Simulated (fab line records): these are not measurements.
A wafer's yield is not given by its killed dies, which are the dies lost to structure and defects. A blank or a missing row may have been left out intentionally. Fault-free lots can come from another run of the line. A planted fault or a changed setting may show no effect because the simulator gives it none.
Which tool did it?	flow nand-harc	36 wafers from 12 lots sampled at 3 of the route's 1302 steps

== WHAT THE GAUGES READ, wafer by wafer ==
NHARC_A_CHANNEL_FILL_D1_THK_MEAS_06: measures by ellipsometry.
lot	measured	on	thk-nm (nm)
L487	day 10 14:35	film-metro-02	4.9 4.3 4.7
L488	day 10 23:46	film-metro-02	4.0 3.8 3.2
L489	day 11 15:31	film-metro-01	5.7 6.7 3.6
L490	day 12 04:43	film-metro-02	6.3 3.7 4.9
L501	day 16 15:07	film-metro-01	4.1 4.5 3.2
L500	day 16 15:06	film-metro-01	3.8 4.3 5.0
L502	day 17 06:41	film-metro-01	6.0 4.9 6.5
L505	day 18 22:19	film-metro-01	4.3 4.7 5.1
L506	day 19 04:49	film-metro-02	5.3 5.7 5.7
L507	day 19 08:36	film-metro-02	3.9 3.8 6.3
L508	day 20 08:22	film-metro-02	4.7 3.3 6.9
L509	day 20 08:22	film-metro-01	4.2 5.3 6.0

== TOOL THAT RAN EACH LOT (tool first, then ch and the chambers of the sampled wafers, then the start) ==
lot	NHARC_A_CHANNEL_HOLE_D1_STRIP_27	NHARC_A_CHANNEL_FILL_D1_ALD_14
L487	rie-diel-13 ch 0,1,3, day 9 06:54 or earlier	ald-hk-02 ch 0,2,3, day 9 06:54
L488	rie-diel-13 ch 2,3, day 9 18:14 or earlier	ald-hk-01 ch 1,3, day 9 18:14
L489	rie-diel-13 ch 1,2, day 10 10:27 or earlier	ald-hk-02 ch 0,1,2, day 10 10:27
L490	rie-diel-13 ch 1,2,3, day 10 23:24 or earlier	ald-hk-04 ch 1,2,3, day 10 23:24
L501	rie-diel-13 ch 0,1,2, day 15 09:16 or earlier	ald-hk-02 ch 0,1,2, day 15 09:16
L500	rie-diel-13 ch 1,3, day 15 09:20 or earlier	ald-hk-04 ch 1,2,3, day 15 09:20
L502	rie-diel-04 ch 0,1,2, day 15 23:35 or earlier	ald-hk-01 ch 0,2,3, day 15 23:35
L505	rie-diel-13 ch 0,1,2, day 17 15:32 or earlier	ald-hk-02 ch 0,2,3, day 17 15:32
L506	rie-diel-13 ch 0,2,3, day 17 23:26 or earlier	ald-hk-04 ch 1,2,3, day 17 23:26
L507	rie-diel-04 ch 2,3, day 18 02:56 or earlier	ald-hk-02 ch 1,3, day 18 02:56
L508	rie-diel-13 ch 1,2, day 18 12:46	ald-hk-01 ch 0,1,3, day 18 21:21
L509	rie-diel-02 ch 0,1,3, day 18 21:11 or earlier	ald-hk-02 ch 1,2, day 18 21:11
- NHARC_A_CHANNEL_HOLE_D1_STRIP_27: strips in O2.
- NHARC_A_CHANNEL_FILL_D1_ALD_14: deposits SiO2, target thk 2.5 nm, pulse time 10 s, ald cycles 25.

== AS READ BY THE TOOLS THEMSELVES (means over the sampled wafers that have a number; for cases with no such wafer, the mark the record gives instead) ==
NHARC_A_CHANNEL_HOLE_D1_STRIP_27.
lot	tool	drypump-motor-current-A (A)	oes-product-au (a.u.)	rf-vpp-V (V)	showerhead-plenum-p-Torr (Torr)	throttle-valve-pct (%)
L487	rie-diel-13	5.6	0.994	57.0	3.51	17.036
L488	rie-diel-13	5.5	0.990	57.5	3.47	17.034
L489	rie-diel-13	5.3	0.997	57.4	3.43	17.035
L490	rie-diel-13	5.4	0.989	58.0	3.50	17.049
L501	rie-diel-13	5.7	0.998	58.2	3.40	17.038
L500	rie-diel-13	5.2	1.004	58.1	3.53	17.036
L502	rie-diel-04	6.4	1.001	56.8	3.46	17.039
L505	rie-diel-13	5.7	0.992	57.8	3.39	17.032
L506	rie-diel-13	5.8	0.997	57.7	3.46	17.043
L507	rie-diel-04	6.1	0.996	57.2	3.44	17.038
L508	rie-diel-13	5.3	0.993	57.1	3.42	17.037
L509	rie-diel-02	5.3	0.998	58.3	3.57	17.041

NHARC_A_CHANNEL_FILL_D1_ALD_14.
lot	tool	heater-power-w (W)	precursor-pulse-height-rel
L487	ald-hk-02	451	0.979
L488	ald-hk-01	504	1.020
L489	ald-hk-02	457	1.007
L490	ald-hk-04	512	1.004
L501	ald-hk-02	467	1.002
L500	ald-hk-04	516	0.980
L502	ald-hk-01	477	0.995
L505	ald-hk-02	468	1.008
L506	ald-hk-04	508	0.988
L507	ald-hk-02	542	1.000
L508	ald-hk-01	493	1.001
L509	ald-hk-02	500	1.023

== THE ANSWER, worked out from the rows above alone ==
Rule: the usual values come from the lots themselves. Put in order of their means at a reading, lots are off if they are a third of the lots or fewer, leave a main group of 4 or more, and stand apart from it by a gap of 3 or more times the standard deviation of the main group's means; of several such gaps the widest counts. The tables above print the reading to a certain number of digits; a main group whose means all agree to those digits is not used. A lot without any number at a reading at which 4 lots or more have one is off too. All remaining lots with rows at the step are treated as sound. After the gauges, taken in route order, come the tools' own readings; for these a lot's mean is taken, as printed above. At the first step where some lot is off, the reading lying furthest off is the one used; lots without a number count as furthest.
Nothing can be told from this: no lot is off at any reading shown.

== WHAT THE SIMULATOR HAD PUT IN ==
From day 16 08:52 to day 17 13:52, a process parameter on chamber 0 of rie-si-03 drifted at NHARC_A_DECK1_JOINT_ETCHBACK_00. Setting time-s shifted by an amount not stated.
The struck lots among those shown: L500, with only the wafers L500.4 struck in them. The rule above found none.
